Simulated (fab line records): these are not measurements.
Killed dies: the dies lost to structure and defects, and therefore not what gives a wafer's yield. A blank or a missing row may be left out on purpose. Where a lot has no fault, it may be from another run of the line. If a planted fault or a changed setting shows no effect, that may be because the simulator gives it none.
Comparing a struck lot with a sound one    flow n5-finfet    14 out of 1938 route steps
Sound: these wafers, L391.1, L391.2, L391.4. Struck: wafer L408.5 (left out: L408.4, a lot-mate that was not struck); the cause follows at the end.
At each step with rows: each side's tool, then ch and its chambers, then its first start. Under that, the readings that differ: sound wafers    struck wafers    difference of the means    sigmas: that difference in standard deviations of wafers without a fault.
alike: same words and numbers on both sides, and readings whose means sit less than 2 such deviations apart. not compared: any withheld reading, any reading some wafer has no value for, any bound like >300 that may hide the same value, and any number with overlapping values for which the record gives no deviation.
The two part at a step that has a row with sigmas, a row that says differs or no value, or rows on one side only. Numbers that have no deviation but don't overlap get no sigmas and don't part them. A reading that every wafer of one side lacks parts them only if that side has two wafers or more.

first, 4 steps without rows for these wafers: N5_BEOL_M6_SOFTBAKE_06 (time 60 s); N5_BEOL_M6_EXPOSE_08 (exposes mask M6); N5_BEOL_M6_PEB_09 (peb time 60 s); N5_BEOL_M6_DEVELOP_10 (develop time 30 s).
N5_BEOL_M6_CD_MEAS_11: the cd target is 38.5 nm.
  sound on cd-sem-02 ch 0, day 8 19:28; struck on cd-sem-01 ch 0, day 13 12:13
  alike: cd-nm
N5_BEOL_M6_OVL_MEAS_12:
  sound on overlay-01 ch 0, day 8 19:29; struck on overlay-01 ch 0, day 13 12:15
  alike: M6_OVL
N5_BEOL_M6_INSPECT_13: inspects for defects (brightfield).
  sound on defect-inspect-02, day 8 19:31; struck on defect-inspect-01, day 13 12:16
  alike: raw-defect-count
N5_BEOL_M6_DESCUM_16: chemistry O2, time 7.9 s.
  sound on rie-diel-02 ch 1,2,3, day 8 20:08; struck on rie-diel-02 ch 1, day 13 12:25
  alike: drypump-motor-current-A, oes-product-au, rf-fwd-power-W, rf-vpp-V, showerhead-plenum-p-Torr, throttle-valve-pct
  not compared: rf-hours-counter-h
N5_BEOL_M6_ETCH_61: etches SiARC in CF4, target depth 45.5 nm, time 75.8 s.
  sound on rie-diel-02 ch 1,2,3, day 8 20:10; struck on rie-diel-02 ch 1, day 13 12:27
  alike: drypump-motor-current-A, etch-rf-on-time-s, oes-product-au, rf-fwd-power-W, rf-vpp-V, showerhead-plenum-p-Torr, throttle-valve-pct
  not compared: rf-hours-counter-h
N5_BEOL_M6_ETCH_62: etches SOC in N2/H2, target depth 110 nm, overetch 22 nm, time 165 s.
  sound on rie-diel-02 ch 1,2,3, day 8 20:13; struck on rie-diel-02 ch 1, day 13 12:30
  alike: drypump-motor-current-A, oes-product-au, rf-fwd-power-W, rf-vpp-V, showerhead-plenum-p-Torr, throttle-valve-pct
  not compared: rf-hours-counter-h
then, 1 step without rows for these wafers: N5_BEOL_M6_STRIP_68 (strips in N2/H2).
N5_BEOL_M6_STRIP_67: strips in CF4.
  sound on rie-diel-02 ch 1,2,3, day 8 20:22; struck on rie-diel-02 ch 1, day 13 12:39
  alike: drypump-motor-current-A, oes-product-au, rf-vpp-V, showerhead-plenum-p-Torr, throttle-valve-pct
  not compared: rf-hours-counter-h
N5_BEOL_M6_HM_OPEN_17: chemistry Cl2/BCl3, target TiN, target depth 20 nm, overetch 6 nm.
  sound on rie-metal-02 ch 0,1, day 8 20:24; struck on rie-metal-03 ch 1, day 13 12:43
reading                                   sound           struck  difference  sigmas
oes-product-au (a.u.)                     0.53 0.62 0.53  0.75    +0.19       +2
rf-fwd-power-W (W)                        991 988 988     996     +7          +2
model.SOC_of_BEOL_M6_COAT_59.thk-nm (nm)  91.8 91.8 91.8  88.4    -3.4        
  alike: drypump-motor-current-A, he-backside-leak-sccm, throttle-valve-pct
  not compared: rf-hours-counter-h
N5_BEOL_M6_STRIP_19: strips in O2.
  sound on rie-diel-02 ch 1,2,3, day 8 20:37; struck on rie-diel-06 ch 2, day 13 12:48
  alike: drypump-motor-current-A, oes-product-au, rf-vpp-V, showerhead-plenum-p-Torr, throttle-valve-pct
  not compared: rf-hours-counter-h

== WHERE THEY PART ==
Only at N5_BEOL_M6_HM_OPEN_17, within this record. Later steps at which nothing parts them and some readings are alike: N5_BEOL_M6_STRIP_19.

WHY: what had been put in by the simulator
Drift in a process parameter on rie-metal-03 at N5_BEOL_M6_HM_OPEN_17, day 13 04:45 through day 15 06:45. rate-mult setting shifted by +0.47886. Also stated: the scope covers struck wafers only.
